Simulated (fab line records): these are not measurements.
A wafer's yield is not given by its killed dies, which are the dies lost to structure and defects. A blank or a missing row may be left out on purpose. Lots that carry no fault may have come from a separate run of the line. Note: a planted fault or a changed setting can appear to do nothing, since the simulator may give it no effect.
Chamber matching / flow n5Finfet / N5_BEOL_M0_SAQP_PECVD_04 on pecvd-01: 3 sister chambers
The step deposits a-Si from SiH4/He, target thk 60 nm, time 60.2 s. 6 wafers are shown with their chamber, then 8 later ones without.

WAFERS, EACH WITH ITS CHAMBER
wafer=L076.3; chamber=2; showerheadVppV (V)=604; throttleValvePct (%)=18.6
wafer=L084.3; chamber=0; showerheadVppV (V)=691; throttleValvePct (%)=17.1
wafer=L085.3; chamber=0; showerheadVppV (V)=694; throttleValvePct (%)=17.0
wafer=L085.5; chamber=1; showerheadVppV (V)=600; throttleValvePct (%)=19.4
wafer=L085.6; chamber=2; showerheadVppV (V)=603; throttleValvePct (%)=18.5
wafer=L086.1; chamber=1; showerheadVppV (V)=602; throttleValvePct (%)=19.5

WAFERS WITHOUT THEIR CHAMBER
wafer=L086.2; showerheadVppV (V)=602; throttleValvePct (%)=18.7
wafer=L086.5; showerheadVppV (V)=603; throttleValvePct (%)=18.7
wafer=L087.2; showerheadVppV (V)=590; throttleValvePct (%)=19.2
wafer=L087.4; showerheadVppV (V)=603; throttleValvePct (%)=18.6
wafer=L087.6; showerheadVppV (V)=679; throttleValvePct (%)=16.8
wafer=L093.3; showerheadVppV (V)=693; throttleValvePct (%)=17.2
wafer=L093.4; showerheadVppV (V)=607; throttleValvePct (%)=19.3
wafer=L093.5; showerheadVppV (V)=589; throttleValvePct (%)=19.5

WHICH CHAMBER EACH WENT THROUGH
wafer=L086.2; from the rows above=2; in truth=2
wafer=L086.5; from the rows above=2; in truth=2
wafer=L087.2; from the rows above=1; in truth=1
wafer=L087.4; from the rows above=2; in truth=2
wafer=L087.6; from the rows above=0; in truth=0
wafer=L093.3; from the rows above=0; in truth=0
wafer=L093.4; from the rows above=1; in truth=1
wafer=L093.5; from the rows above=1; in truth=1
Placed correctly: 8 of 8. From these rows, 0 cannot be placed. Number placed wrongly: 0.
How it was worked out, from the rows above alone: a wafer's distance from a chamber is the root of the sum, over the readings, of the square of ((its reading less the chamber's mean) divided by the reading's scatter). The wafer belongs to the nearest chamber; if the next one is less than 2 further off, it can't be placed. Each chamber's mean is taken over the wafers shown for it. How the scatter is found: for the shown wafers, subtract from each reading the mean of its chamber, square and add these, divide the total by (wafers less chambers), then take the root.
